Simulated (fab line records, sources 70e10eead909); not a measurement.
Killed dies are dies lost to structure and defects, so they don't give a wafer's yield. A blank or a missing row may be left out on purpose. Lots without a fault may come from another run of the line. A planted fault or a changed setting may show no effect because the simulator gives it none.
Which tool did it? | flow nand_harc | 12 lots, 36 wafers sampled, at 2 steps of a route of 1302

WHAT THE GAUGES READ, wafer by wafer
NHARC_A_M1_INSPECT_27.
lot  | measured     | on                | raw_defect_count
L074 | day 23 13:17 | defect_inspect-02 | 575 510 594
L078 | day 23 21:56 | defect_inspect-02 | 618 675 494
L079 | day 25 13:49 | defect_inspect-01 | 553 563 611
L081 | day 25 20:28 | defect_inspect-01 | 475 531 557
L084 | day 27 05:55 | defect_inspect-02 | 397 360 339
L085 | day 27 23:36 | defect_inspect-01 | 466 617 480
L087 | day 28 13:13 | defect_inspect-02 | 462 414 366
L088 | day 29 06:03 | defect_inspect-01 | 572 447 491
L090 | day 30 17:41 | defect_inspect-01 | 460 697 492
L095 | day 31 07:12 | defect_inspect-01 | 485 436 651
L094 | day 31 13:59 | defect_inspect-02 | 650 444 535
L097 | day 33 03:23 | defect_inspect-01 | 484 403 501

WHICH TOOL RAN EACH LOT (tool, then ch and the chambers of the sampled wafers, then the start)
lot  | NHARC_A_M0_PRE_CLEAN_29
L074 | pvd_sputter-01, day 23 13:17 or earlier
L078 | pvd_sputter-02, day 23 21:56 or earlier
L079 | pvd_sputter-03, day 25 13:49 or earlier
L081 | pvd_sputter-03, day 25 20:28 or earlier
L084 | pvd_sputter-02, day 27 05:55 or earlier
L085 | pvd_sputter-03, day 27 23:36 or earlier
L087 | pvd_sputter-02, day 28 13:13 or earlier
L088 | pvd_sputter-01, day 29 06:03 or earlier
L090 | pvd_sputter-01, day 30 17:41 or earlier
L095 | pvd_sputter-02, day 31 07:12 or earlier
L094 | pvd_sputter-03, day 31 13:59 or earlier
L097 | pvd_sputter-03, day 33 03:23 or earlier
- NHARC_A_M0_PRE_CLEAN_29: time 30 s.

THE ANSWER, worked out from the rows above alone
Rule: what is usual is taken from the lots themselves. Put in order of their means at a reading, lots are off if they are a third of the lots or fewer, leave a main group of 4 or more, and stand apart from it by a gap of 3 or more times the standard deviation of the main group's means; of several such gaps the widest counts. A main group whose means are all the same, to the digits that the tables above print for the reading, isn't used. A lot without any number at a reading at which 4 lots or more have one is off too. The other lots that the step has rows for count as sound.
No lot is off at any reading shown: from this, nothing can be told.

WHAT THE SIMULATOR HAD PUT IN
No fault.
